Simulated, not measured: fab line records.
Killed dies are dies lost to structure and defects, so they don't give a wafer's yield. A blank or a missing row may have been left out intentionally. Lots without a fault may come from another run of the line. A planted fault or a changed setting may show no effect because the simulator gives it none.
Matching of chambers / flow nand harc / cmp-04 running NHARC_A_CONTACT_CMP_20: 4 sister chambers
The step polishes, t overpolish 30 s, target thk 300 nm. 8 wafers are shown with their chamber, then 7 later ones without.

## WAFERS WITH THEIR CHAMBER
wafer=L081.4; chamber=2; motor current A (A)=11.7; retaining ring pressure frac=1.002
wafer=L081.6; chamber=1; motor current A (A)=14.1; retaining ring pressure frac=1.003
wafer=L087.1; chamber=1; motor current A (A)=13.2; retaining ring pressure frac=1.004
wafer=L089.1; chamber=0; motor current A (A)=12.2; retaining ring pressure frac=0.999
wafer=L089.4; chamber=3; motor current A (A)=10.3; retaining ring pressure frac=1.005
wafer=L089.5; chamber=2; motor current A (A)=11.6; retaining ring pressure frac=0.996
wafer=L088.3; chamber=3; motor current A (A)=10.5; retaining ring pressure frac=0.998
wafer=L088.4; chamber=0; motor current A (A)=12.6; retaining ring pressure frac=0.994

## WAFERS WITH NO CHAMBER GIVEN
wafer=L088.5; motor current A (A)=11.9; retaining ring pressure frac=0.998
wafer=L091.2; motor current A (A)=12.1; retaining ring pressure frac=0.998
wafer=L091.4; motor current A (A)=13.7; retaining ring pressure frac=0.996
wafer=L091.6; motor current A (A)=11.2; retaining ring pressure frac=1.006
wafer=L095.2; motor current A (A)=10.6; retaining ring pressure frac=1.001
wafer=L095.5; motor current A (A)=13.3; retaining ring pressure frac=1.003
wafer=L095.6; motor current A (A)=11.5; retaining ring pressure frac=0.998

## EACH ONE'S CHAMBER
wafer=L088.5; from the rows above=can't be placed: 2 or 0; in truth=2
wafer=L091.2; from the rows above=can't be placed: 0 or 2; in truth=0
wafer=L091.4; from the rows above=can't be placed: 1 or 0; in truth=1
wafer=L091.6; from the rows above=can't be placed: 2 or 3 or 0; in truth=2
wafer=L095.2; from the rows above=3; in truth=3
wafer=L095.5; from the rows above=1; in truth=1
wafer=L095.6; from the rows above=2; in truth=2
Correctly placed: 3 of 7. These rows do not allow placing 4 (true chamber among the candidates in 4). 0 placed wrongly.
How it was worked out, from the rows above alone: a wafer's distance from a chamber is the root of the sum, over the readings, of the square of ((its reading less the chamber's mean) divided by the reading's scatter). If the next closest chamber is less than 2 further off than the closest, the wafer can't be placed; otherwise it belongs to the closest. Each chamber's mean is taken over the wafers shown for it. The scatter is the square root of a quotient: the sum, over the shown wafers, of each reading's squared deviation from its chamber's mean, divided by wafers minus chambers.
